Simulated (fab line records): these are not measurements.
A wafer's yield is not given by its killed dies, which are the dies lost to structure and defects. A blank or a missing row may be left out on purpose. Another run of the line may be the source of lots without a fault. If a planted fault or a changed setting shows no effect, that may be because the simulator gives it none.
fab line records	flow nand_harc
[record] lots = 14	wafers = 40	last_day = 23
route steps=1159 shown P_BONDPAD@374 A_SOURCE_PLATE@420 A_ONON_D1@442 A_CHANNEL_HOLE_D1@451 END@1159
lots untouched by any fault: they come from a run of this same line in which no faults occurred
start_h: the number of hours between the record's first day and the start of the first shown wafer of the lot	wait_h: time in hours since the lot's previous step	" identical to the entry in the row above	L1.1+2: a single row standing in for several wafers	- no value, or no start was given	* or withheld: withheld	< > ~ a bound
route shown NAME@n: a module of which the file shows steps, and the number in the route of the first	usual: mean/standard deviation taken from wafers without a fault	same: alike in all rows	chamber/n: place in a boat	sites: the reading at each site	_std_site: the values' standard deviation	_edge_site: inner sites' mean taken away from outer sites' mean	radius_mm: for every site, how far away it sits from the centre of the wafer	mask NAME#n: copy n	behind: tool/chamber where the wafer was last shaped	hold: why the lot was held/for how many hours/how that ended	device: whichever transistor did not switch (one of n, p or np)	end of line: at the end of the route, the tests of the same wafers	step lacking rows: just its recipe	killed: not the wafer's yield, but the dies lost to structure and defects at the first sort	map: shows each die of a wafer: x if killed, . if not, _ if none is there
set.NAME: setting as actually run; set.NAME@STEP: the setting as run at that earlier step	model.NAME: the simulator's own value behind a step, which no gauge read
the route's steps for a sample of lots (tables are steps, rows are wafers)
services: when a tool's chamber went out of use (start_h, in hours from the record's first day, below 0 if earlier), for how many hours, and the reason
[[steps]]
[step NHARC_P_BONDPAD_DEGAS_25]
[recipe] temp_c = 300	time_s = 60
[usual] heater_power_w = 472/28
lot.wafer	tool	chamber	start_h	wait_h	heater_power_w
L872.3	pvd_sputter-01	-	126.91	-	507
L872.1	"	-	"	"	424
L872.4	"	-	"	"	516
L874.2	pvd_sputter-02	-	141.28	-	522
L874.3	"	-	"	"	456
L874.5	"	-	"	"	448
L876.1	pvd_sputter-02	-	153.13	-	490
L876.6	"	-	"	"	447
L876.5	"	-	"	"	506
L875.3	pvd_sputter-01	-	154.79	-	508
L875.1	"	-	"	"	484
L875.2	"	-	"	"	479
L877.1	pvd_sputter-03	-	162.56	-	448
L877.2	"	-	"	"	475
L877.3	"	-	"	"	449
L878.4	pvd_sputter-02	-	174.01	-	465
L878.3	"	-	"	"	453
L878.6	"	-	"	"	465
L880.4	pvd_sputter-03	-	179.85	-	442
L880.1	"	-	"	"	441
L880.6	"	-	"	"	430
L881.3	pvd_sputter-02	-	189.95	-	449
L881.1	"	-	"	"	444
L881.6	"	-	"	"	457
L882.4	pvd_sputter-01	-	192.66	-	501
L882.2	"	-	"	"	437
L882.3	"	-	"	"	536
L886.2	pvd_sputter-03	-	204.47	-	462
L886.3	"	-	"	"	442
L888.3	pvd_sputter-03	-	225.24	-	442
L888.6	"	-	"	"	450
L889.2	pvd_sputter-02	-	235.23	-	474
L889.5	"	-	"	"	497
L889.6	"	-	"	"	454
L892.1	pvd_sputter-03	-	239.86	-	482
L892.4	"	-	"	"	469
L892.6	"	-	"	"	477
L893.3	pvd_sputter-01	-	255.65	-	490
L893.6	"	-	"	"	496
L893.5	"	-	"	"	434
[step NHARC_A_SOURCE_PLATE_THK_MEAS_06]
[recipe] thk_meas_gauge = ellipsometry
[usual] thk_nm = 199.5/2
lot.wafer	tool	chamber	start_h	wait_h	thk_nm
L872.1	film_metro-01	-	152.70	0.4	199.6
L872.3	"	-	"	"	198.5
L872.4	"	-	"	"	198.0
L874.2	film_metro-02	-	164.82	0.4	201.0
L874.3	"	-	"	"	200.6
L874.5	"	-	"	"	200.1
L876.1	film_metro-02	-	181.72	0.4	198.7
L876.5	"	-	"	"	197.6
L876.6	"	-	"	"	199.9
L875.1	film_metro-01	-	181.72	0.4	200.1
L875.2	"	-	"	"	201.5
L875.3	"	-	"	"	199.4
L877.1	film_metro-02	-	188.93	0.4	202.4
L877.2	"	-	"	"	204.7
L877.3	"	-	"	"	200.7
L878.3	film_metro-01	-	200.77	0.4	198.9
L878.4	"	-	"	"	198.1
L878.6	"	-	"	"	200.1
L880.1	film_metro-01	-	205.56	0.4	198.1
L880.4	"	-	"	"	198.2
L880.6	"	-	"	"	197.3
L881.1	film_metro-01	-	218.15	0.4	198.1
L881.3	"	-	"	"	196.9
L881.6	"	-	"	"	197.6
L882.2	film_metro-02	-	218.15	0.4	201.5
L882.3	"	-	"	"	196.1
L882.4	"	-	"	"	199.2
L886.2	film_metro-01	-	233.05	0.4	198.3
L886.3	"	-	"	"	197.3
L888.3	film_metro-02	-	251.59	0.4	195.8
L888.6	"	-	"	"	196.0
L889.2	film_metro-02	-	259.80	0.4	197.3
L889.5	"	-	"	"	198.0
L889.6	"	-	"	"	199.8
L892.1	film_metro-01	-	265.86	0.4	199.8
L892.4	"	-	"	"	199.0
L892.6	"	-	"	"	200.0
L893.3	film_metro-01	-	282.90	0.4	201.9
L893.5	"	-	"	"	198.2
L893.6	"	-	"	"	195.2
[step NHARC_A_ONON_D1_DEP_25]
[recipe] target_thk_a = 10000	n2_flow_sccm = 2750	n2o_flow_sccm = 2000	nh3_flow_sccm = 500	sih4_flow_sccm = 210	temp_c = 400
[usual] nh3_flow_sccm = 499.8/1.5
lot.wafer	tool	chamber	start_h	wait_h	nh3_flow_sccm
L872.1	pecvd_onon-01	0	164.02	0.1	498.4
L872.3	"	0	"	"	498.7
L872.4	"	0	"	"	499.2
L874.2	pecvd_onon-01	0	177.99	0.1	500.2
L874.3	"	0	"	"	500.0
L874.5	"	0	"	"	501.2
L876.1	pecvd_onon-01	0	192.92	0.1	500.8
L876.5	"	0	"	"	501.5
L876.6	"	0	"	"	500.3
L875.1	pecvd_onon-03	0	192.95	0.1	503.2
L875.2	"	0	"	"	502.5
L875.3	"	0	"	"	502.5
L877.1	pecvd_onon-02	0	200.24	0.1	499.8
L877.2	"	0	"	"	497.4
L877.3	"	0	"	"	498.5
L878.3	pecvd_onon-01	0	212.12	0.2	497.8
L878.4	"	0	"	"	499.4
L878.6	"	0	"	"	501.7
L880.1	pecvd_onon-03	0	216.77	0.1	497.6
L880.4	"	0	"	"	498.3
L880.6	"	0	"	"	499.0
L881.1	pecvd_onon-02	0	229.79	0.1	500.5
L881.3	"	0	"	"	500.6
L881.6	"	0	"	"	499.6
L882.2	pecvd_onon-01	0	229.84	0.1	498.8
L882.3	"	0	"	"	497.5
L882.4	"	0	"	"	497.5
L886.2	pecvd_onon-01	0	246.90	0.1	498.0
L886.3	"	0	"	"	498.8
L888.3	pecvd_onon-01	0	262.89	0.2	499.1
L888.6	"	0	"	"	500.9
L889.2	pecvd_onon-03	0	271.13	0.1	498.8
L889.5	"	0	"	"	500.5
L889.6	"	0	"	"	500.4
L892.1	pecvd_onon-02	0	277.13	0.1	501.8
L892.4	"	0	"	"	501.2
L892.6	"	0	"	"	499.7
L893.3	pecvd_onon-03	0	294.28	0.2	499.2
L893.5	"	0	"	"	500.4
L893.6	"	0	"	"	499.1
[step NHARC_A_ONON_D1_THK_MEAS_27]
[recipe] thk_meas_gauge = ellipsometry
[usual] thk_nm = 997/11
lot.wafer	tool	chamber	start_h	wait_h	thk_nm
L872.1	film_metro-02	-	164.53	-	1000
L872.3	"	-	"	"	1001
L872.4	"	-	"	"	999
L874.2	film_metro-02	-	178.44	-	1005
L874.3	"	-	"	"	1007
L874.5	"	-	"	"	1008
L876.1	film_metro-01	-	193.44	-	990
L876.5	"	-	"	"	993
L876.6	"	-	"	"	992
L875.1	film_metro-02	-	193.47	-	995
L875.2	"	-	"	"	994
L875.3	"	-	"	"	994
L877.1	film_metro-01	-	200.75	-	1001
L877.2	"	-	"	"	1001
L877.3	"	-	"	"	1000
L878.3	film_metro-02	-	212.52	-	1002
L878.4	"	-	"	"	1004
L878.6	"	-	"	"	1001
L880.1	film_metro-02	-	217.28	-	989
L880.4	"	-	"	"	993
L880.6	"	-	"	"	991
L882.2	film_metro-02	-	230.29	-	1503
L882.3	"	-	"	"	994
L882.4	"	-	"	"	994
L881.1	film_metro-01	-	230.30	-	978
L881.3	"	-	"	"	977
L881.6	"	-	"	"	975
L886.2	film_metro-01	-	247.36	-	1502
L886.3	"	-	"	"	991
L888.3	film_metro-01	-	263.29	-	978
L888.6	"	-	"	"	1488
L889.2	film_metro-01	-	271.58	-	992
L889.5	"	-	"	"	993
L889.6	"	-	"	"	992
L892.1	film_metro-02	-	277.64	-	987
L892.4	"	-	"	"	986
L892.6	"	-	"	"	987
L893.3	film_metro-01	-	294.68	-	998
L893.5	"	-	"	"	999
L893.6	"	-	"	"	999
[step NHARC_A_CHANNEL_HOLE_D1_DEP_01]
[recipe] target_thk_a = 1400	target_thk_nm = 140	temp_c = 400	pressure_torr = 3.5	flow_sccm = 200	rf_w = 350	material = SiON
[usual] chamber_pressure_Torr = 3.500/0.008	heater_power_w = 721/95	showerhead_vpp_V = 1169/60
lot.wafer	tool	chamber	start_h	wait_h	chamber_pressure_Torr	heater_power_w	showerhead_vpp_V	since_wet_clean_h
L872.1	pecvd-02	1	168.58	1.6	3.504	735	1129	2
L872.3	"	2	"	"	3.501	601	1082	2
L872.4	"	2	"	"	3.495	598	1105	-
L874.2	pecvd-02	0	184.38	1.5	3.494	658	1231	18
L874.3	"	1	"	"	3.491	723	1117	18
L874.5	"	2	"	"	3.510	671	1113	-
L875.2	pecvd-01	2	196.53	1.3	3.491	635	1169	128
L875.3	"	0	"	"	3.503	722	1231	128
L875.1	"	1	"	"	3.506	657	1191	128
L876.1	pecvd-03	2	196.61	1.7	3.510	724	1246	73
L876.6	"	1	"	"	3.497	762	1074	-
L876.5	"	2	"	"	3.507	753	1220	-
L877.1	pecvd-01	1	203.90	1.7	3.506	795	1172	135
L877.2	"	2	"	"	3.490	595	1206	135
L877.3	"	0	"	"	3.490	883	1224	135
L878.3	pecvd-01	0	216.66	1.0	3.493	787	1225	148
L878.4	"	1	"	"	3.488	765	1174	-
L878.6	"	2	"	"	3.497	646	1188	-
L880.1	pecvd-03	1	221.64	1.7	3.497	686	1089	98
L880.6	"	2	"	"	3.491	734	1221	-
L880.4	"	0	"	"	3.491	905	1072	-
L882.3	pecvd-03	2	234.77	1.0	3.500	730	1249	111
L882.4	"	1	"	"	3.499	773	1099	-
L881.1	pecvd-02	1	236.13	1.6	3.499	669	1122	70
L881.3	"	2	"	"	3.504	596	1083	70
L881.6	"	2	"	"	3.514	610	1097	-
L886.3	pecvd-01	1	251.00	1.0	3.506	697	1201	1
L888.3	pecvd-01	1	268.32	1.0	3.475	693	1184	18
L889.2	pecvd-01	2	274.98	1.3	3.510	507	1183	25
L889.5	"	2	"	"	3.484	537	1184	-
L889.6	"	0	"	"	3.524	801	1222	-
L892.1	pecvd-02	2	281.61	1.7	3.499	706	1097	115
L892.6	"	1	"	"	3.482	764	1120	-
L892.4	"	2	"	"	3.502	707	1103	-
L893.3	pecvd-02	0	298.80	1.0	3.504	641	1237	133
L893.5	"	2	"	"	3.502	694	1084	-
L893.6	"	0	"	"	3.509	642	1248	-
[step NHARC_END_SORT_01]
[recipe] temp_c = 25
[usual] killed_at_array = 25/9.2	killed_at_other = 0.8/1.2	killed_at_periphery = 3.9/2.6	killed_dies = 30/9.7	killed_open = 3.4/1.9	killed_short = 2.0/1.4
[same] gross_dies = 677
lot.wafer	tool	chamber	start_h	wait_h	killed_at_array	killed_at_other	killed_at_periphery	killed_dies	killed_open	killed_short
L882.2	prober-02	0	499.83	2.8	674	1	2	677	1	1
L882.3	prober-02	0	500.63	3.1	25	1	2	28	3	4
L882.4	prober-02	0	501.43	3.4	40	0	6	46	6	3
L886.2	prober-01	0	508.24	2.8	677	0	0	677	5	2
L886.3	prober-01	0	509.03	3.1	34	0	2	36	4	1
// killed by level:class
L882.2 A_ONON_D1:area_dep=646 A_SLIT:chamber_film_flake=11 A_STAIRCASE:chamber_film_flake=6 A_CONTACT:chamber_film_flake=4 A_CHANNEL_HOLE_D1:chamber_film_flake=3 A_WL_FILL:chamber_film_flake=3 P_M0:geometric_particle:open=1 A_WL_FILL:geometric_particle:short=1
L882.3 A_SLIT:chamber_film_flake=7 A_STAIRCASE:chamber_film_flake=6 A_CONTACT:chamber_film_flake=4 A_CHANNEL_HOLE_D1:chamber_film_flake=3 A_WL_FILL:geometric_particle:open=2 P_GATE:geometric_particle:short=1 P_GATE:geometric_particle:open=1 A_ONON_D1:geometric_particle:short=1
L882.4 A_STAIRCASE:chamber_film_flake=14 A_SLIT:chamber_film_flake=10 A_CONTACT:chamber_film_flake=5 A_WL_FILL:geometric_particle:open=2 P_STI:chamber_film_flake=2 P_M0:chamber_film_flake=2 A_WL_FILL:chamber_film_flake=2 P_M1:geometric_particle:short=1
L886.2 A_ONON_D1:area_dep=647 A_SLIT:chamber_film_flake=10 A_STAIRCASE:chamber_film_flake=6 A_WL_FILL:chamber_film_flake=4 A_ONON_D1:geometric_particle:short=2 A_WL_FILL:geometric_particle:open=2 A_CONTACT:geometric_particle:open=2 A_CONTACT:chamber_film_flake=2
L886.3 A_SLIT:chamber_film_flake=17 A_STAIRCASE:chamber_film_flake=6 A_CHANNEL_HOLE_D1:chamber_film_flake=4 P_M0:geometric_particle:open=2 A_WL_FILL:chamber_film_flake=2 A_CONTACT:chamber_film_flake=2 A_CHANNEL_HOLE_D1:geometric_particle:short=1 A_CHANNEL_HOLE_D1:geometric_particle:open=1
[[services]]
tool	chamber	start_h	hours	kind
pvd_sputter-03	-	107.59	2.1	repair
pecvd-03	-	111.08	13.0	pm
pecvd_onon-02	-	111.10	13.0	pm
pecvd-02	2	116.72	6.1	repair
pecvd_onon-03	-	153.00	13.0	pm
pecvd-02	-	153.24	13.0	pm
pecvd-02	0	153.24	13.0	vent_cycle
pecvd-02	1	153.24	13.0	vent_cycle
pecvd-02	2	153.24	13.0	vent_cycle
pecvd-01	-	153.33	4.3	repair
pvd_sputter-01	-	158.00	10.0	pm
pecvd-02	0	166.24	-	clean
pecvd-02	1	166.24	-	clean
pecvd-02	2	166.24	-	clean
pecvd-03	1	170.11	5.4	repair
pecvd_onon-01	-	195.00	13.0	pm
pvd_sputter-02	-	214.04	10.0	pm
pecvd-01	-	237.14	13.0	pm
pecvd-01	0	237.14	13.0	vent_cycle
pvd_sputter-01	-	247.25	2.6	repair
pecvd-02	0	259.88	4.5	repair
pvd_sputter-03	-	280.05	10.0	pm
pecvd-03	-	292.08	13.0	pm
pecvd_onon-02	-	292.10	13.0	pm
[[key]]
[first_sign] step = NHARC_A_ONON_D1_THK_MEAS_27	reading = thk_nm	direction = up	sigmas = 46	usual = 997	struck = 1498
[effect] step = NHARC_END_SORT_01	reading = killed_at_array	direction = up	sigmas = 71	usual = 25	struck = 676
[more_kills_born_at] NHARC_A_ONON_D1_DEP_25@pecvd_onon-01 = 1293
met_at NHARC_A_ONON_D1_DEP_25
struck_lots L882,L886,L888
struck_wafers L882.2,L886.2,L888.6
later_rows_left_out L882.2,L886.2,L888.6
sort_left_out L888.6
tester_left_out L882,L886,L888
not_acting_at NHARC_P_BONDPAD_DEGAS_25,NHARC_A_SOURCE_PLATE_THK_MEAS_06,NHARC_A_CHANNEL_HOLE_D1_DEP_01
onset_between 212.12 229.84
[fault] kind = process_parameter_drift	tool = pecvd_onon-01	chamber = -	onset_h = 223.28	steps = NHARC_A_ONON_D1_DEP_25	channel = target_thk_a	offset = *	shape = step	end_h = 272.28	scope = struck_wafers_only	acts_in = *	stated = *
// tester_left_out: of these lots the tester's yield and bins aren't shown, on N5 and GAA mostly nor the transistor test; their killed dies are dies lost to structure and defects alone, not to doping, threshold or leakage, so they don't give the yield
// sort_left_out: the simulated sort isn't trusted on such a fault, so these wafers' sort isn't shown, and their yield isn't known
// later_rows_left_out: the simulator's readings of these wafers behind a module that went badly wrong aren't trusted and aren't shown, but for the sort
